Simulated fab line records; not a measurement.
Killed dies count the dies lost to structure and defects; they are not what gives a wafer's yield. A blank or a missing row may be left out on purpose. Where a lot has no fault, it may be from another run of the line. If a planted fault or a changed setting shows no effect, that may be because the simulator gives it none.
Which tool was responsible? / flow n5 finfet / 11 lots (33 wafers sampled), 1 step of a 1938-step route

WHAT THE GAUGES READ, wafer by wafer
N5_BEOL_M11_THK_MEAS_53: measures by xrf.
lot=L527; measured=day 11 05:41; on=film metro-02; M11_THK (nm)=140 138 143
lot=L529; measured=day 11 21:16; on=film metro-01; M11_THK (nm)=137 135 134
lot=L530; measured=day 12 05:59; on=film metro-02; M11_THK (nm)=139 140 137
lot=L531; measured=day 12 19:13; on=film metro-02; M11_THK (nm)=137 142 142
lot=L537; measured=day 14 03:09; on=film metro-01; M11_THK (nm)=134 139 137
lot=L538; measured=day 14 07:40; on=film metro-02; M11_THK (nm)=137 138 140
lot=L540; measured=day 14 21:04; on=film metro-02; M11_THK (nm)=134 139 140
lot=L543; measured=day 15 17:10; on=film metro-01; M11_THK (nm)=137 130 137
lot=L544; measured=day 16 23:41; on=film metro-01; M11_THK (nm)=137 141 140
lot=L547; measured=day 17 05:13; on=film metro-02; M11_THK (nm)=138 144 137
lot=L548; measured=day 17 19:59; on=film metro-02; M11_THK (nm)=136 138 145

WHAT TOOL EACH LOT RAN ON (gives the tool, then ch and the chambers of the sampled wafers, and finally the start)
There is no process step in the record ahead of these readings.

THE ANSWER, worked out from the rows above alone
Rule: usual is defined by the lots themselves. The widest of any qualifying gaps counts: lots, ordered by their means at a reading, are off when they make up no more than a third of the lots, leave a main group of 4 or more, and stand apart from it by 3 or more times the standard deviation of that group's means. Not used: any main group whose means are identical at the precision the tables above print for the reading. A lot without any number at a reading at which 4 lots or more have one is off too. All remaining lots with rows at the step are treated as sound.
Across all readings shown, no lot is off: no conclusion can be drawn from this.

WHAT THE SIMULATOR HAD PUT IN
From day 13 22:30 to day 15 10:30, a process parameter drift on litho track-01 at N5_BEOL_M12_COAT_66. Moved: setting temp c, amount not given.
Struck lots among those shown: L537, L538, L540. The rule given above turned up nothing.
